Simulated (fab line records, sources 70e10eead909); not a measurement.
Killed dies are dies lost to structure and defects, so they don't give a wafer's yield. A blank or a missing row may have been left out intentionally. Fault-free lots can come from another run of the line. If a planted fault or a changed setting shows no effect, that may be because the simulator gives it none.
2 desks looking at one fault    flow nand-harc    numbers are kept per desk, each desk with only its own; the story behind them comes last

## AT THE METROLOGY DESK
Lot by lot, what the gauges showed, no matter which tool ran the lot: averages of those sampled wafers that carry a number. Any lot whose mean is over 4 standard deviations away from the usual mean is out of limits and marked OUT; that distance is given in the brackets.
Columns: A = thk-nm at NHARC_A_SGD_CUT_THK_MEAS_22, usual 148.0 nm
lot   first seen here  A
L629  day 13 15:23     148.7
L630  day 14 09:41     148.7
L631  day 14 09:43     149.5
L633  day 14 18:40     148.4
L634  day 15 10:17     148.8
L636  day 15 22:31     148.3
L637  day 15 22:31     149.3
L635  day 16 04:16     147.2
L642  day 17 02:09     148.0
L641  day 17 08:09     149.0
L648  day 18 20:45     150.0
L649  day 18 20:45     147.3
L651  day 19 03:26     148.9
Result from this desk: across the 13 lots, nothing is out of limits.

## TOOL OWNER'S DESK, ald-metal-04
The tool's own readings at NHARC_A_WL_FILL_ALD_02 (deposits TiN, target thk 2 nm, pulse time 3 s, ald cycles 100): means of the sampled wafers that have a number, for each lot that ran on this tool. Any lot whose mean is over 4 standard deviations away from the usual mean is out of limits and marked OUT; that distance is given in the brackets.
Columns: A = heater-power-w at NHARC_A_WL_FILL_ALD_02, usual 1082 W; B = precursor-pulse-height-rel at NHARC_A_WL_FILL_ALD_02, usual 1.000
lot   first seen here  A     B
L629  day 14 13:43     1101  0.984
L630  day 15 02:07     1110  1.009
L637  day 16 19:00     1096  0.998
L642  day 17 17:47     1098  1.009
Result from this desk: across the 4 lots, nothing is out of limits.

## TAKEN TOGETHER
At the metrology desk, nothing out of limits was observed.
Nothing out of limits was seen by the tool owner's desk.

## WHAT THE SIMULATOR HAD INSERTED
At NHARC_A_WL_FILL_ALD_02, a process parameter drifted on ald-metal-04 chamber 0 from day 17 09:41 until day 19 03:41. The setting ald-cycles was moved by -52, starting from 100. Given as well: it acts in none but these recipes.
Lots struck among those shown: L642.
